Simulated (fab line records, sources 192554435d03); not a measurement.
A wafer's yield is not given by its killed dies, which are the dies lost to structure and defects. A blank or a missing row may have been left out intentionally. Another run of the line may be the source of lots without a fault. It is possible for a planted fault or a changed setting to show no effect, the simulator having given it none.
Split-lot trial / flow n5 finfet / on a route of 1938 steps: 7 lots, 39 wafers read

## THE SPLIT ITSELF
At N5_SD_EPI_P_EPI_21 (deposits SiGe:B, time 355 s), the setting epi growth time s was moved away from the recipe's 355 s on 15 of the 39 wafers read, by -16.1% to +41.5%. This setting was run at the recipe's value on the other wafers.

The split's own step is where the reading is taken.

## THE READING
SiGe-B_of_SD_EPI_P_EPI_21.thk nm (the simulator's own value, which no gauge read), in nm, at N5_SD_EPI_P_EPI_21 (deposits SiGe:B, time 355 s). No usual value for it is given in the file. Average 60.5 nm, standard deviation 0.57 nm, over the 24 wafers here run with the recipe.

wafer=L075.1; tool, chamber at the split=epi rpcvd-01, 0; epi growth time s as run, s=355; against the recipe=recipe; SiGe-B_of_SD_EPI_P_EPI_21.thk nm, nm=60; against lot-mates on the recipe=-
wafer=L075.2; tool, chamber at the split=epi rpcvd-01, 0; epi growth time s as run, s=355; against the recipe=recipe; SiGe-B_of_SD_EPI_P_EPI_21.thk nm, nm=60.8; against lot-mates on the recipe=-
wafer=L075.4; tool, chamber at the split=epi rpcvd-01, 0; epi growth time s as run, s=355; against the recipe=recipe; SiGe-B_of_SD_EPI_P_EPI_21.thk nm, nm=60.8; against lot-mates on the recipe=-
wafer=L075.3; tool, chamber at the split=epi rpcvd-01, 0; epi growth time s as run, s=502.5; against the recipe=+41.5%; SiGe-B_of_SD_EPI_P_EPI_21.thk nm, nm=77; against lot-mates on the recipe=+16.5
wafer=L075.5; tool, chamber at the split=epi rpcvd-01, 0; epi growth time s as run, s=502.5; against the recipe=+41.5%; SiGe-B_of_SD_EPI_P_EPI_21.thk nm, nm=77.4; against lot-mates on the recipe=+16.9
wafer=L075.6; tool, chamber at the split=epi rpcvd-01, 0; epi growth time s as run, s=502.5; against the recipe=+41.5%; SiGe-B_of_SD_EPI_P_EPI_21.thk nm, nm=76.6; against lot-mates on the recipe=+16.1
wafer=L076.1; tool, chamber at the split=epi rpcvd-01, 0; epi growth time s as run, s=355; against the recipe=recipe; SiGe-B_of_SD_EPI_P_EPI_21.thk nm, nm=61; against lot-mates on the recipe=-
wafer=L076.2; tool, chamber at the split=epi rpcvd-01, 0; epi growth time s as run, s=297.9; against the recipe=-16.1%; SiGe-B_of_SD_EPI_P_EPI_21.thk nm, nm=54.6; against lot-mates on the recipe=-5.7
wafer=L076.3; tool, chamber at the split=epi rpcvd-01, 0; epi growth time s as run, s=297.9; against the recipe=-16.1%; SiGe-B_of_SD_EPI_P_EPI_21.thk nm, nm=54.2; against lot-mates on the recipe=-6.1
wafer=L076.4; tool, chamber at the split=epi rpcvd-01, 0; epi growth time s as run, s=355; against the recipe=recipe; SiGe-B_of_SD_EPI_P_EPI_21.thk nm, nm=60.4; against lot-mates on the recipe=-
wafer=L076.5; tool, chamber at the split=epi rpcvd-01, 0; epi growth time s as run, s=355; against the recipe=recipe; SiGe-B_of_SD_EPI_P_EPI_21.thk nm, nm=59.6; against lot-mates on the recipe=-
wafer=L076.6; tool, chamber at the split=epi rpcvd-01, 0; epi growth time s as run, s=297.9; against the recipe=-16.1%; SiGe-B_of_SD_EPI_P_EPI_21.thk nm, nm=54; against lot-mates on the recipe=-6.3
wafer=L077.1; tool, chamber at the split=epi rpcvd-04, 0; epi growth time s as run, s=355; against the recipe=recipe; SiGe-B_of_SD_EPI_P_EPI_21.thk nm, nm=60.2; against lot-mates on the recipe=-
wafer=L077.2; tool, chamber at the split=epi rpcvd-04, 0; epi growth time s as run, s=355; against the recipe=recipe; SiGe-B_of_SD_EPI_P_EPI_21.thk nm, nm=60; against lot-mates on the recipe=-
wafer=L077.6; tool, chamber at the split=epi rpcvd-04, 0; epi growth time s as run, s=355; against the recipe=recipe; SiGe-B_of_SD_EPI_P_EPI_21.thk nm, nm=60; against lot-mates on the recipe=-
wafer=L077.3; tool, chamber at the split=epi rpcvd-04, 0; epi growth time s as run, s=355; against the recipe=recipe; SiGe-B_of_SD_EPI_P_EPI_21.thk nm, nm=59.6; against lot-mates on the recipe=-
wafer=L077.4; tool, chamber at the split=epi rpcvd-04, 0; epi growth time s as run, s=355; against the recipe=recipe; SiGe-B_of_SD_EPI_P_EPI_21.thk nm, nm=59.8; against lot-mates on the recipe=-
wafer=L077.5; tool, chamber at the split=epi rpcvd-04, 0; epi growth time s as run, s=355; against the recipe=recipe; SiGe-B_of_SD_EPI_P_EPI_21.thk nm, nm=59.8; against lot-mates on the recipe=-
wafer=L086.1; tool, chamber at the split=epi rpcvd-03, 0; epi growth time s as run, s=355; against the recipe=recipe; SiGe-B_of_SD_EPI_P_EPI_21.thk nm, nm=61.8; against lot-mates on the recipe=-
wafer=L086.2; tool, chamber at the split=epi rpcvd-03, 0; epi growth time s as run, s=411.9; against the recipe=+16.0%; SiGe-B_of_SD_EPI_P_EPI_21.thk nm, nm=67.8; against lot-mates on the recipe=+6.5
wafer=L086.3; tool, chamber at the split=epi rpcvd-03, 0; epi growth time s as run, s=411.9; against the recipe=+16.0%; SiGe-B_of_SD_EPI_P_EPI_21.thk nm, nm=67.2; against lot-mates on the recipe=+5.9
wafer=L086.4; tool, chamber at the split=epi rpcvd-03, 0; epi growth time s as run, s=355; against the recipe=recipe; SiGe-B_of_SD_EPI_P_EPI_21.thk nm, nm=61; against lot-mates on the recipe=-
wafer=L086.5; tool, chamber at the split=epi rpcvd-03, 0; epi growth time s as run, s=355; against the recipe=recipe; SiGe-B_of_SD_EPI_P_EPI_21.thk nm, nm=61; against lot-mates on the recipe=-
wafer=L086.6; tool, chamber at the split=epi rpcvd-03, 0; epi growth time s as run, s=411.9; against the recipe=+16.0%; SiGe-B_of_SD_EPI_P_EPI_21.thk nm, nm=68; against lot-mates on the recipe=+6.7
wafer=L089.1; tool, chamber at the split=epi rpcvd-03, 0; epi growth time s as run, s=355; against the recipe=recipe; SiGe-B_of_SD_EPI_P_EPI_21.thk nm, nm=61; against lot-mates on the recipe=-
wafer=L089.2; tool, chamber at the split=epi rpcvd-03, 0; epi growth time s as run, s=473.4; against the recipe=+33.4%; SiGe-B_of_SD_EPI_P_EPI_21.thk nm, nm=74.4; against lot-mates on the recipe=+13.6
wafer=L089.3; tool, chamber at the split=epi rpcvd-03, 0; epi growth time s as run, s=355; against the recipe=recipe; SiGe-B_of_SD_EPI_P_EPI_21.thk nm, nm=60.2; against lot-mates on the recipe=-
wafer=L089.4; tool, chamber at the split=epi rpcvd-03, 0; epi growth time s as run, s=355; against the recipe=recipe; SiGe-B_of_SD_EPI_P_EPI_21.thk nm, nm=61.2; against lot-mates on the recipe=-
wafer=L089.5; tool, chamber at the split=epi rpcvd-03, 0; epi growth time s as run, s=473.4; against the recipe=+33.4%; SiGe-B_of_SD_EPI_P_EPI_21.thk nm, nm=73.6; against lot-mates on the recipe=+12.8
wafer=L089.6; tool, chamber at the split=epi rpcvd-03, 0; epi growth time s as run, s=473.4; against the recipe=+33.4%; SiGe-B_of_SD_EPI_P_EPI_21.thk nm, nm=74; against lot-mates on the recipe=+13.2
wafer=L092.1; tool, chamber at the split=epi rpcvd-03, 0; epi growth time s as run, s=469.3; against the recipe=+32.2%; SiGe-B_of_SD_EPI_P_EPI_21.thk nm, nm=72.8; against lot-mates on the recipe=+12.5
wafer=L092.2; tool, chamber at the split=epi rpcvd-03, 0; epi growth time s as run, s=469.3; against the recipe=+32.2%; SiGe-B_of_SD_EPI_P_EPI_21.thk nm, nm=73; against lot-mates on the recipe=+12.7
wafer=L092.3; tool, chamber at the split=epi rpcvd-03, 0; epi growth time s as run, s=355; against the recipe=recipe; SiGe-B_of_SD_EPI_P_EPI_21.thk nm, nm=60.6; against lot-mates on the recipe=-
wafer=L092.4; tool, chamber at the split=epi rpcvd-03, 0; epi growth time s as run, s=355; against the recipe=recipe; SiGe-B_of_SD_EPI_P_EPI_21.thk nm, nm=60.4; against lot-mates on the recipe=-
wafer=L092.5; tool, chamber at the split=epi rpcvd-03, 0; epi growth time s as run, s=469.3; against the recipe=+32.2%; SiGe-B_of_SD_EPI_P_EPI_21.thk nm, nm=72.4; against lot-mates on the recipe=+12.1
wafer=L092.6; tool, chamber at the split=epi rpcvd-03, 0; epi growth time s as run, s=355; against the recipe=recipe; SiGe-B_of_SD_EPI_P_EPI_21.thk nm, nm=59.8; against lot-mates on the recipe=-
wafer=L093.1; tool, chamber at the split=epi rpcvd-01, 0; epi growth time s as run, s=355; against the recipe=recipe; SiGe-B_of_SD_EPI_P_EPI_21.thk nm, nm=61; against lot-mates on the recipe=-
wafer=L093.5; tool, chamber at the split=epi rpcvd-01, 0; epi growth time s as run, s=355; against the recipe=recipe; SiGe-B_of_SD_EPI_P_EPI_21.thk nm, nm=61; against lot-mates on the recipe=-
wafer=L093.4; tool, chamber at the split=epi rpcvd-01, 0; epi growth time s as run, s=355; against the recipe=recipe; SiGe-B_of_SD_EPI_P_EPI_21.thk nm, nm=60.6; against lot-mates on the recipe=-

FIT RESULTS
A straight line over all 39 wafers: SiGe-B_of_SD_EPI_P_EPI_21.thk nm changes by +0.396 nm for each +1% of epi growth time s; r = +1.00; the points scatter about the line by 0.58 nm.
The same after taking each lot's own level away (the mean of its wafers on the recipe; 39 wafers): +0.392 nm for each +1%; r = +1.00; scatter 0.36 nm.
On that fit, the largest move of epi growth time s shifts the reading by 16 nm.
The span of the lots' own levels, 59.90 to 61.27 nm, comes to 2.4 times the standard deviation stated above.
So the lot-to-lot level changes the slope little: the two slopes agree.
Check: with one of the wafers moved furthest among these (+41.5%) left out of the fit, the line predicts +16.3 nm for it against its lot-mates. It came out at +16.5 nm against them.

## OTHER SPLITS ON THESE WAFERS
Note: prior to the reading, these wafers also went through further splits. Each is held against what the fit with the lots' levels taken away leaves over:
other split on the same wafers=N5_ZERO_LAYER_DEVELOP_10 develop time s; wafers away from the commonest value=12; r with SiGe-B_of_SD_EPI_P_EPI_21.thk nm (lot level and that fit taken away)=+0.05
other split on the same wafers=N5_FIN_SAQP_DEVELOP_15 develop time s; wafers away from the commonest value=15; r with SiGe-B_of_SD_EPI_P_EPI_21.thk nm (lot level and that fit taken away)=-0.03

## THE WHOLE CHAIN: every reading that the file lists as answering this split, in the file's order
step=N5_SD_EPI_P_EPI_21; what it does=deposits SiGe:B, time 355 s; reading=SiGe-B_of_SD_EPI_P_EPI_21.thk nm (the simulator's own value, which no gauge read); change (the file's fit)=+0.393 nm for each +1% of the setting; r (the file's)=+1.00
step=N5_SD_EPI_P_EPI_MEAS_23; what it does=; reading=thk nm; change (the file's fit)=withheld for each +1% of the setting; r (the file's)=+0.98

## THE FILE'S OWN FIT
SiGe-B_of_SD_EPI_P_EPI_21.thk nm changes by +0.393 nm for each +1% of epi growth time s, r = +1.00.
